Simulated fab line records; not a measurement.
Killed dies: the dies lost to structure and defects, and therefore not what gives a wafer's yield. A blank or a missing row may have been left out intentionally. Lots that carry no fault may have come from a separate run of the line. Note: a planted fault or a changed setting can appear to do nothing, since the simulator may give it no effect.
Code-filled problem report in 8D (eight disciplines) form / flow n5-finfet / the parts of the form that need people (team, actions taken, sign-off) are left out

== 1. WHAT IS WRONG ==
oes-product-au at N5_PMOS_HMC_CHANNEL_EPI_ETCH_38 reads a mean of 0.816 a.u. on 2 wafers of 2 lots; wafers without a fault read 0.993 a.u. with a standard deviation of 0.018. Measured from the usual mean, that is -9.8 standard deviations.
The step: etches SiO2 in CF4, target depth 1.5 nm.
Seen first at day 5 05:38 on rie-si-05, wafer L674.3. At this step, 18 wafers from 6 lots have a number in the record. By rule, "out" or "out of limits" means more than 4 standard deviations away from the usual mean. The other wafers with a number count as sound.

== 2. WHAT THIS IS AND IS NOT ==
question=which readings at this step | is=oes-product-au | is not=drypump-motor-current-A, he-backside-leak-sccm, rf-fwd-power-W, throttle-valve-pct
question=which lots | is=L674, L680 | is not=L666, L671, L681, L683
question=which wafers of those lots | is=L674.3, L680.3 | is not=L674.2, L674.4, L680.2, L680.4
question=read on which tools | is=rie-si-05 | is not=rie-si-02, rie-si-04
question=when | is=from day 5 05:38 | is not=up to then (8 sound wafers); but 8 sound wafers of L680, L681, L683 came after

== 3. WHAT RULES OUT EACH SUSPECT ==
Counting: a tool at a process step up to the reading stays a suspect if it ran every lot that is out. Sound lots after the first of them don't rule it out here, since some wafers of a struck lot are sound.
- rie-si-05 at N5_PMOS_HMC_CHANNEL_EPI_ETCH_38 (etches SiO2 in CF4, target depth 1.5 nm): kept. It ran every lot that is out, first L674 (day 5 05:38); its last sound lot up to then is L671 (day 4 12:20). On those wafers its own readings are out: oes-product-au.
- rie-si-05, N5_PMOS_HMC_CHANNEL_EPI_ETCH_38: wafers that are out in chamber 3, sound lot-mates in chambers 1, 2.
The count leaves rie-si-05 at N5_PMOS_HMC_CHANNEL_EPI_ETCH_38.

== 4. THE CAUSE (what the simulator had put in) ==
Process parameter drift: rie-si-05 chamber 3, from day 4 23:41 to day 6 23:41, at N5_PMOS_HMC_CHANNEL_EPI_ETCH_38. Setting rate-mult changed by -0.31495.
Counting left only this tool.

== 5. THE EFFECT CHAIN, in route order ==
Rows list readings where the struck wafers' mean (over those with a number) sits beyond 3 standard deviations from the usual. Only readings whose record carries a usual standard deviation are examined. hours: median over the lots of the time between each lot's start at the first step of this table that gives one and its start at this step. sigmas: the change, counted in usual standard deviations.
hours=0; step=N5_PMOS_HMC_CHANNEL_EPI_ETCH_38; reading=oes-product-au; usual=0.993 a.u.; on struck wafers=0.816; change=-0.177; sigmas=-9.8
The process steps in it:
- N5_PMOS_HMC_CHANNEL_EPI_ETCH_38: etches SiO2 in CF4, target depth 1.5 nm.
At these later measuring or inspecting steps, every struck wafer for which the step has a row has a number for every such reading, and none has moved that far: N5_BEOL_M4_RC_MEAS_101.

== 6. HOW IT WOULD HAVE BEEN CAUGHT EARLIER ==
In this record no reading fell out of limits until day 5 05:38, 6 hours after the fault had begun at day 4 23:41.
